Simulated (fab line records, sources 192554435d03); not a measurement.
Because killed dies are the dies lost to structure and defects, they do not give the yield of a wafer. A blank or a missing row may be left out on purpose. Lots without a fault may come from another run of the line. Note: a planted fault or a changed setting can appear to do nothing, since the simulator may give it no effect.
Matching of chambers | flow n5_finfet | N5_BEOL_M1_PRE_CLEAN_60 on cvd_co-02 has 3 sister chambers
The step time 15 s. 3 wafers are shown with their chamber, then 12 later ones without.

== WAFERS PAIRED WITH THEIR CHAMBERS ==
wafer  | chamber | heater_power_w (W)
L094.2 | 1       | 98
L094.4 | 2       | 105
L094.6 | 0       | 98

== WAFERS WITH NO CHAMBER GIVEN ==
wafer  | heater_power_w (W)
L096.1 | 99
L096.2 | 103
L096.3 | 99
L096.4 | 99
L096.5 | 105
L096.6 | 100
L097.1 | 100
L097.2 | 97
L097.3 | 104
L097.4 | 99
L097.5 | 97
L097.6 | 107

== THE CHAMBER EACH PASSED THROUGH ==
wafer  | from the rows above     | in truth
L096.1 | can't be placed: 0 or 1 | 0
L096.2 | 2                       | 2
L096.3 | can't be placed: 0 or 1 | 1
L096.4 | can't be placed: 0 or 1 | 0
L096.5 | 2                       | 2
L096.6 | can't be placed: 0 or 1 | 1
L097.1 | can't be placed: 0 or 1 | 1
L097.2 | can't be placed: 0 or 1 | 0
L097.3 | 2                       | 2
L097.4 | can't be placed: 0 or 1 | 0
L097.5 | can't be placed: 0 or 1 | 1
L097.6 | 2                       | 2
4 of 12 placed correctly. These rows do not allow placing 8 (true chamber among the candidates in 8). Placed wrongly: 0.
How it was worked out, from the rows above alone: a wafer's distance from a chamber is the root of the sum, over the readings, of the square of ((its reading less the chamber's mean) divided by the reading's scatter). If the next closest chamber is less than 2 further off than the closest, the wafer can't be placed; otherwise it belongs to the closest. A chamber's mean is the mean of its shown wafers. The scatter: with one shown wafer a chamber, the root of the mean of the squares of how far each hidden wafer lies from its nearest shown one.
